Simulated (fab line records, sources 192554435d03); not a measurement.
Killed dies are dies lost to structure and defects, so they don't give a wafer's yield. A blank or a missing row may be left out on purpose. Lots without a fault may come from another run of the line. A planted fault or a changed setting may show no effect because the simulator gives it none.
Split-lot experiment | flow n5_finfet | 7 lots, 21 wafers read, on a route of 1938 steps

THE SPLIT
At N5_BEOL_M0_CUTY_COAT_51 (resist thk 150 nm), the setting spin_rpm was moved away from the recipe's 1500 rpm on 8 of the 21 wafers read, by -3.9% to +8.4%. The other wafers ran this setting at the recipe's value.

FROM THE SPLIT TO THE READING: what the file shows between them, 4 steps
- N5_BEOL_M0_CUTY_EBR_52
- N5_BEOL_M0_CUTY_SOFTBAKE_53: time 60 s
- N5_BEOL_M0_CUTY_EXPOSE_54: exposes mask M0 ABLK
- N5_BEOL_M0_CUTY_PEB_55: peb time 60 s

THE READING
CAR-ArF-block_of_BEOL_M0_CUTY_COAT_51.thk_nm (the simulator's own value, which no gauge read), in nm, at N5_BEOL_M0_CUTY_DEVELOP_56 (develop time 30 s). The file gives no usual value for it. The 13 wafers here that ran the recipe average 148.6 nm, standard deviation 0.27 nm.

wafer  | tool, chamber at the split | spin_rpm as run, rpm | against the recipe | CAR-ArF-block_of_BEOL_M0_CUTY_COAT_51.thk_nm, nm | against lot-mates on the recipe
L076.3 | litho_track-04, 0          | 1558                 | +3.9%              | 146                                              | -3.0
L076.4 | litho_track-04, 0          | 1500                 | recipe             | 149                                              | -
L076.5 | litho_track-04, 0          | 1558                 | +3.9%              | 146.4                                            | -2.6
L079.1 | litho_track-04, 0          | 1500                 | recipe             | 148.6                                            | -
L079.5 | litho_track-04, 0          | 1500                 | recipe             | 149                                              | -
L079.6 | litho_track-04, 0          | 1500                 | recipe             | 148.8                                            | -
L085.1 | litho_track-05, 0          | 1444                 | -3.7%              | 151.6                                            | +3.3
L085.3 | litho_track-05, 0          | 1500                 | recipe             | 148.4                                            | -
L085.5 | litho_track-05, 0          | 1500                 | recipe             | 148.2                                            | -
L086.1 | litho_track-05, 0          | 1626                 | +8.4%              | 142.4                                            | -5.8
L086.2 | litho_track-05, 0          | 1626                 | +8.4%              | 142.2                                            | -6.0
L086.3 | litho_track-05, 0          | 1500                 | recipe             | 148.2                                            | -
L087.3 | litho_track-04, 0          | 1500                 | recipe             | 148.6                                            | -
L087.4 | litho_track-04, 0          | 1500                 | recipe             | 148.6                                            | -
L087.5 | litho_track-04, 0          | 1500                 | recipe             | 148.8                                            | -
L088.3 | litho_track-05, 0          | 1442                 | -3.9%              | 151.4                                            | +2.9
L088.4 | litho_track-05, 0          | 1500                 | recipe             | 148.6                                            | -
L088.5 | litho_track-05, 0          | 1500                 | recipe             | 148.4                                            | -
L089.1 | litho_track-01, 0          | 1594                 | +6.3%              | 143.2                                            | -5.0
L089.4 | litho_track-01, 0          | 1500                 | recipe             | 148.2                                            | -
L089.5 | litho_track-01, 0          | 1594                 | +6.3%              | 144                                              | -4.2

THE FIT
A straight line over all 21 wafers: CAR-ArF-block_of_BEOL_M0_CUTY_COAT_51.thk_nm changes by -0.752 nm for each +1% of spin_rpm; r = -0.99; the points scatter about the line by 0.33 nm.
The same after taking each lot's own level away (the mean of its wafers on the recipe; 21 wafers): -0.731 nm for each +1%; r = -1.00; scatter 0.22 nm.
On that fit, the largest move of spin_rpm shifts the reading by 6.1 nm.
The lots' own levels span 148.20 to 149.00 nm, that is 3.0 times the standard deviation above.
So the lot-to-lot level changes the slope little: the two slopes agree.
Check: with one of the wafers moved furthest among these (+8.4%) left out of the fit, the line predicts -6.18 nm for it against its lot-mates. It came out at -5.8 nm against them.

OTHER SPLITS ON THESE WAFERS
These wafers also went through other splits before the reading. Each is held against what the fit with the lots' levels taken away leaves over:
other split on the same wafers   | wafers away from the commonest value | r with CAR-ArF-block_of_BEOL_M0_CUTY_COAT_51.thk_nm (lot level and that fit taken away)
N5_BEOL_M0_SAQP_COAT_82 spin_rpm | 8                                    | +0.26

THE WHOLE CHAIN: every reading that the file lists as answering this split, in the file's order
step                       | what it does      | reading                                                                                       | change (the file's fit)               | r (the file's)
N5_BEOL_M0_CUTY_COAT_51    | resist thk 150 nm | CAR-ArF-block_of_BEOL_M0_CUTY_COAT_51.thk_nm (the simulator's own value, which no gauge read) | -0.722 nm for each +1% of the setting | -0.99
N5_BEOL_M0_CUTY_DEVELOP_56 | develop time 30 s | CAR-ArF-block_of_BEOL_M0_CUTY_COAT_51.thk_nm (the simulator's own value, which no gauge read) | -0.734 nm for each +1% of the setting | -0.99

THE FILE'S OWN FIT
CAR-ArF-block_of_BEOL_M0_CUTY_COAT_51.thk_nm changes by -0.734 nm for each +1% of spin_rpm, r = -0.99.
